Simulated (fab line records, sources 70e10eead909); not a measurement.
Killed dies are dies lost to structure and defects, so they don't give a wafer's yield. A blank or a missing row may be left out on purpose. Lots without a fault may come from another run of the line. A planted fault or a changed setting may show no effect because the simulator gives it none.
Which tool did it? | flow nand_harc | 24 lots, 72 wafers sampled, at 5 steps of a route of 1159

WHAT THE GAUGES READ, wafer by wafer
NHARC_P_ZERO_WELL_CD_MEAS_52: target cd 2000 nm. Usual: cd_nm 2000.1 nm, standard deviation 1.3.
lot  | measured    | on        | cd_nm (nm)           | flag
L074 | day 1 17:55 | cd_sem-03 | 1999.5 1997.9 1998.1 |
L075 | day 1 23:52 | cd_sem-03 | 2000.6 1998.7 2000.5 |
L076 | day 2 06:07 | cd_sem-01 | 1999.9 1998.7 2000.9 |
L077 | day 2 11:48 | cd_sem-03 | 2002.3 2001.7 2001.7 |
L078 | day 2 17:51 | cd_sem-02 | 2000.6 2000.6 2000.6 |
L079 | day 2 23:44 | cd_sem-03 | 1998.3 2000.7 1999.6 |
L080 | day 3 05:38 | cd_sem-01 | 2000.2 1999.1 1999.8 |
L081 | day 3 11:32 | cd_sem-01 | 2001.6 1999.8 1999.8 |
L082 | day 3 17:55 | cd_sem-01 | 1998.9 1999.1 1997.3 |
L083 | day 4 00:04 | cd_sem-03 | 2001.6 2000.1 2000.8 |
L084 | day 4 05:38 | cd_sem-02 | 2000.2 1999.0 1999.4 |
L085 | day 4 11:28 | cd_sem-03 | 1999.4 2001.2 1999.8 |
L086 | day 4 17:47 | cd_sem-03 | 2000.0 1999.7 2001.1 |
L087 | day 4 23:47 | cd_sem-01 | 2000.9 2000.6 1998.7 |
L088 | day 5 05:45 | cd_sem-02 | 1997.8 1998.9 1999.5 |
L089 | day 5 11:53 | cd_sem-03 | 2001.0 2001.3 2002.0 |
L090 | day 5 17:33 | cd_sem-03 | 1999.0 1999.2 1998.3 |
L091 | day 5 23:55 | cd_sem-01 | 2000.3 2001.5 2000.0 |
L092 | day 6 06:11 | cd_sem-03 | 2002.6 2002.7 2002.8 |
L093 | day 6 11:47 | cd_sem-01 | 2000.0 1999.6 1998.9 |
L094 | day 6 18:14 | cd_sem-02 | 1999.2 1999.7 2000.0 |
L095 | day 6 23:38 | cd_sem-03 | 2001.9 2002.1 2003.3 |
L096 | day 7 05:56 | cd_sem-01 | 1999.5 2001.2 1998.9 |
L097 | day 7 11:48 | cd_sem-01 | 1999.4 1998.6 1999.1 |

NHARC_P_STI_INSPECT_11. Usual: raw_defect_count 5.5, standard deviation 2.8.
lot  | measured    | on                | raw_defect_count | flag
L074 | day 2 21:20 | defect_inspect-01 | 8 8 8            |
L075 | day 2 21:19 | defect_inspect-02 | 5 6 4            |
L076 | day 2 21:30 | defect_inspect-02 | 2 7 6            |
L077 | day 3 05:02 | defect_inspect-01 | 5 4 11           |
L078 | day 3 11:03 | defect_inspect-01 | 4 7 3            |
L079 | day 3 18:55 | defect_inspect-01 | 8 6 4            |
L080 | day 3 22:50 | defect_inspect-02 | 7 3 4            |
L081 | day 4 04:53 | defect_inspect-02 | 3 2 1            |
L082 | day 4 11:59 | defect_inspect-02 | 12 6 7           |
L083 | day 4 19:13 | defect_inspect-01 | 8 6 3            |
L084 | day 4 22:54 | defect_inspect-02 | 6 8 8            |
L085 | day 5 07:19 | defect_inspect-01 | 8 9 4            |
L086 | day 5 15:40 | defect_inspect-01 | 5 6 6            |
L087 | day 5 15:49 | defect_inspect-02 | 4 2 7            |
L088 | day 5 23:01 | defect_inspect-02 | 4 4 7            |
L089 | day 6 05:05 | defect_inspect-01 | 8 0 8            |
L090 | day 6 12:24 | defect_inspect-02 | 11 8 11          |
L091 | day 6 18:12 | defect_inspect-01 | 4 4 3            |
L092 | day 7 00:20 | defect_inspect-01 | 3 4 5            |
L093 | day 7 05:15 | defect_inspect-01 | 2 2 5            |
L094 | day 7 12:35 | defect_inspect-02 | 4 8 12           |
L095 | day 7 17:09 | defect_inspect-02 | 3 6 7            |
L096 | day 8 01:32 | defect_inspect-02 | 5 3 2            |
L097 | day 8 05:51 | defect_inspect-01 | 4 5 2            |

NHARC_P_GATE_CD_MEAS_26: target cd 120 nm. Usual: cd_nm 120.0 nm, standard deviation 0.67.
lot  | measured     | on        | cd_nm (nm)        | flag
L074 | day 5 02:03  | cd_sem-03 | 120.4 119.8 120.3 |
L075 | day 5 01:37  | cd_sem-03 | 120.9 120.7 120.2 |
L076 | day 5 02:23  | cd_sem-02 | 121.2 120.8 120.8 |
L077 | day 5 09:05  | cd_sem-03 | 120.0 119.5 120.3 |
L078 | day 5 20:13  | cd_sem-03 | 119.1 119.3 120.0 |
L079 | day 6 07:11  | cd_sem-01 | 120.5 120.8 120.2 |
L080 | day 6 07:42  | cd_sem-03 | 120.0 120.1 120.1 |
L081 | day 6 11:44  | cd_sem-03 | 119.4 119.6 120.2 |
L082 | day 6 18:01  | cd_sem-02 | 119.5 119.2 119.8 |
L083 | day 6 23:34  | cd_sem-03 | 119.1 119.5 119.8 |
L084 | day 6 23:50  | cd_sem-02 | 120.3 120.5 121.0 |
L085 | day 7 23:13  | cd_sem-03 | 119.3 118.9 119.8 |
L086 | day 7 23:53  | cd_sem-01 | 119.9 119.9 119.8 |
L087 | day 7 23:40  | cd_sem-03 | 120.5 120.6 121.6 |
L088 | day 7 23:31  | cd_sem-01 | 119.3 119.8 119.1 |
L089 | day 8 13:32  | cd_sem-02 | 120.0 119.2 120.4 |
L090 | day 8 13:41  | cd_sem-01 | 118.9 119.0 119.0 |
L091 | day 8 23:49  | cd_sem-03 | 120.9 120.4 120.5 |
L092 | day 9 10:40  | cd_sem-02 | 119.5 119.5 119.9 |
L093 | day 9 11:05  | cd_sem-03 | 119.6 120.1 119.7 |
L094 | day 9 10:03  | cd_sem-02 | 120.2 120.8 121.0 |
L095 | day 9 23:54  | cd_sem-01 | 119.5 119.2 119.2 |
L096 | day 10 03:04 | cd_sem-02 | 120.9 120.7 121.0 |
L097 | day 10 02:55 | cd_sem-03 | 120.4 121.2 120.4 |

WHICH TOOL RAN EACH LOT (tool, then ch and the chambers of the sampled wafers, then the start)
lot  | NHARC_P_ZERO_WELL_DESCUM_26       | NHARC_P_STI_ETCH_15
L074 | rie_diel-07 ch 0,3, day 1 14:47   | rie_si-02 ch 1,2,3, day 2 21:46
L075 | rie_diel-13 ch 1,2,3, day 1 20:46 | rie_si-04 ch 0,1,3, day 2 21:46
L076 | rie_diel-08 ch 0,1,3, day 2 02:57 | rie_si-05 ch 2,3, day 2 22:03
L077 | rie_diel-08 ch 0,1, day 2 08:38   | rie_si-02 ch 0,1,3, day 3 05:26
L078 | rie_diel-08 ch 0,1,3, day 2 14:41 | rie_si-02 ch 0,2,3, day 3 11:28
L079 | rie_diel-13 ch 0,1,2, day 2 20:37 | rie_si-04 ch 0,1,3, day 3 19:20
L080 | rie_diel-08 ch 0,2,3, day 3 02:37 | rie_si-05 ch 1,2, day 3 23:17
L081 | rie_diel-08 ch 0,1,2, day 3 08:40 | rie_si-04 ch 1,2,3, day 4 05:19
L082 | rie_diel-13 ch 1,3, day 3 14:47   | rie_si-02 ch 1,2,3, day 4 12:23
L083 | rie_diel-08 ch 0,1,3, day 3 21:11 | rie_si-04 ch 1,2,3, day 4 19:38
L084 | rie_diel-07 ch 1,2, day 4 02:38   | rie_si-02 ch 0,2, day 4 23:19
L085 | rie_diel-08 ch 0,3, day 4 08:35   | rie_si-02 ch 0,1, day 5 07:43
L086 | rie_diel-13 ch 1,2, day 4 14:38   | rie_si-05 ch 0,2,3, day 5 16:08
L087 | rie_diel-13 ch 0,2,3, day 4 20:38 | rie_si-02 ch 0,2,3, day 5 16:16
L088 | rie_diel-08 ch 0,1,2, day 5 02:39 | rie_si-02 ch 2,3, day 5 23:26
L089 | rie_diel-07 ch 0,2,3, day 5 08:45 | rie_si-04 ch 0,1,2, day 6 05:29
L090 | rie_diel-08 ch 0,2,3, day 5 14:41 | rie_si-02 ch 2,3, day 6 12:49
L091 | rie_diel-07 ch 1,2,3, day 5 20:49 | rie_si-05 ch 2,3, day 6 18:37
L092 | rie_diel-13 ch 0,1,2, day 6 03:20 | rie_si-02 ch 0,1,3, day 7 00:46
L093 | rie_diel-13 ch 0,3, day 6 08:46   | rie_si-02 ch 1,2, day 7 05:40
L094 | rie_diel-07 ch 0,1,2, day 6 15:07 | rie_si-02 ch 0,1,2, day 7 13:01
L095 | rie_diel-08 ch 1,2,3, day 6 20:38 | rie_si-04 ch 0,1,2, day 7 17:34
L096 | rie_diel-08 ch 0,2, day 7 02:43   | rie_si-02 ch 1,3, day 8 01:56
L097 | rie_diel-13 ch 0,1,2, day 7 08:42 | rie_si-05 ch 0,2,3, day 8 06:17
- NHARC_P_ZERO_WELL_DESCUM_26: chemistry O2, time 3 s.
- NHARC_P_STI_ETCH_15: etches the open film in HBr/Cl2, target depth 300 nm, time 100.1 s.

WHAT THE TOOLS THEMSELVES READ (means of the sampled wafers that have a number; where no wafer has one, the mark that the record gives instead)
NHARC_P_ZERO_WELL_DESCUM_26. Usual: drypump_motor_current_A 5.9 A, standard deviation 0.42; oes_product_au 1.000 a.u., standard deviation 0.007; rf_vpp_V 57.9 V, standard deviation 0.86; showerhead_plenum_p_Torr 1.95 Torr, standard deviation 0.082; throttle_valve_pct 11.312 %, standard deviation 0.0096.
lot  | tool        | drypump_motor_current_A (A) | oes_product_au (a.u.) | rf_vpp_V (V) | showerhead_plenum_p_Torr (Torr) | throttle_valve_pct (%) | flag
L074 | rie_diel-07 | 5.5                         | 1.014                 | 57.2         | 1.91                            | 11.307                 |
L075 | rie_diel-13 | 5.8                         | 0.996                 | 58.4         | 1.91                            | 11.298                 |
L076 | rie_diel-08 | 6.3                         | 1.003                 | 58.6         | 1.98                            | 11.314                 |
L077 | rie_diel-08 | 6.4                         | 0.994                 | 57.6         | 1.92                            | 11.314                 |
L078 | rie_diel-08 | 6.3                         | 1.000                 | 57.9         | 1.98                            | 11.308                 |
L079 | rie_diel-13 | 6.0                         | 0.995                 | 56.9         | 1.87                            | 11.313                 |
L080 | rie_diel-08 | 5.9                         | 0.997                 | 58.4         | 1.98                            | 11.313                 |
L081 | rie_diel-08 | 6.2                         | 0.994                 | 57.6         | 1.96                            | 11.308                 |
L082 | rie_diel-13 | 5.7                         | 1.001                 | 57.9         | 1.96                            | 11.313                 |
L083 | rie_diel-08 | 6.3                         | 1.002                 | 58.2         | 1.98                            | 11.323                 |
L084 | rie_diel-07 | 5.8                         | 0.996                 | 58.2         | 2.03                            | 11.307                 |
L085 | rie_diel-08 | 6.0                         | 1.002                 | 58.1         | 2.00                            | 11.303                 |
L086 | rie_diel-13 | 5.7                         | 0.998                 | 58.4         | 1.88                            | 11.314                 |
L087 | rie_diel-13 | 6.0                         | 1.004                 | 58.1         | 1.91                            | 11.321                 |
L088 | rie_diel-08 | 6.2                         | 1.004                 | 58.6         | 1.96                            | 11.317                 |
L089 | rie_diel-07 | 5.6                         | 1.000                 | 58.0         | 1.92                            | 11.316                 |
L090 | rie_diel-08 | 5.9                         | 0.996                 | 57.6         | 1.98                            | 11.308                 |
L091 | rie_diel-07 | 5.8                         | 0.996                 | 57.6         | 1.99                            | 11.303                 |
L092 | rie_diel-13 | 5.9                         | 1.004                 | 58.0         | 1.87                            | 11.309                 |
L093 | rie_diel-13 | 6.0                         | 1.002                 | 58.7         | 1.99                            | 11.308                 |
L094 | rie_diel-07 | 5.5                         | 0.994                 | 57.7         | 1.96                            | 11.315                 |
L095 | rie_diel-08 | 6.1                         | 1.001                 | 58.2         | 2.02                            | 11.313                 |
L096 | rie_diel-08 | 5.8                         | 0.993                 | 57.0         | 1.96                            | 11.305                 |
L097 | rie_diel-13 | 5.9                         | 1.010                 | 57.8         | 1.87                            | 11.297                 |

NHARC_P_STI_ETCH_15. Usual: drypump_motor_current_A 5.7 A, standard deviation 0.55; oes_product_au 1.000 a.u., standard deviation 0.0075; throttle_valve_pct 26.406 %, standard deviation 0.0085.
lot  | tool      | drypump_motor_current_A (A) | oes_product_au (a.u.) | throttle_valve_pct (%) | flag
L074 | rie_si-02 | 6.1                         | 1.005                 | 26.403                 |
L075 | rie_si-04 | 5.6                         | 0.999                 | 26.404                 |
L076 | rie_si-05 | 5.2                         | 1.007                 | 26.411                 |
L077 | rie_si-02 | 5.6                         | 1.003                 | 26.406                 |
L078 | rie_si-02 | 5.5                         | 1.012                 | 26.400                 |
L079 | rie_si-04 | 5.6                         | 0.998                 | 26.403                 |
L080 | rie_si-05 | 5.1                         | 0.997                 | 26.409                 |
L081 | rie_si-04 | 5.7                         | 0.998                 | 26.403                 |
L082 | rie_si-02 | 6.1                         | 0.996                 | 26.413                 |
L083 | rie_si-04 | 5.7                         | 1.001                 | 26.411                 |
L084 | rie_si-02 | 5.3                         | 1.003                 | 26.400                 |
L085 | rie_si-02 | 5.9                         | 1.000                 | 26.415                 |
L086 | rie_si-05 | 5.7                         | 0.994                 | 26.393                 |
L087 | rie_si-02 | 5.5                         | 0.996                 | 26.408                 |
L088 | rie_si-02 | 5.8                         | 0.996                 | 26.401                 |
L089 | rie_si-04 | 5.6                         | 1.001                 | 26.400                 |
L090 | rie_si-02 | 5.7                         | 0.999                 | 26.412                 |
L091 | rie_si-05 | 5.5                         | 0.986                 | 26.399                 |
L092 | rie_si-02 | 5.6                         | 1.003                 | 26.401                 |
L093 | rie_si-02 | 6.5                         | 0.997                 | 26.406                 |
L094 | rie_si-02 | 5.8                         | 1.002                 | 26.410                 |
L095 | rie_si-04 | 5.7                         | 1.000                 | 26.407                 |
L096 | rie_si-02 | 5.8                         | 0.994                 | 26.400                 |
L097 | rie_si-05 | 5.7                         | 1.000                 | 26.409                 |

THE ANSWER, worked out from the rows above alone
Rule: a lot is off if the mean of its wafers that have a number lies more than 3 standard deviations from the usual mean. A lot without any number at a reading at which 4 lots or more have one is off too. The other lots that the step has rows for count as sound. The gauges are gone through in route order, then the tools' own readings, and for those a lot's mean is taken as printed above. The first step at which some lot is off is used, and at that step the reading that is off furthest; a lot without a number counts as furthest.
No lot is off at any reading shown: from this, nothing can be told.

WHAT THE SIMULATOR HAD PUT IN
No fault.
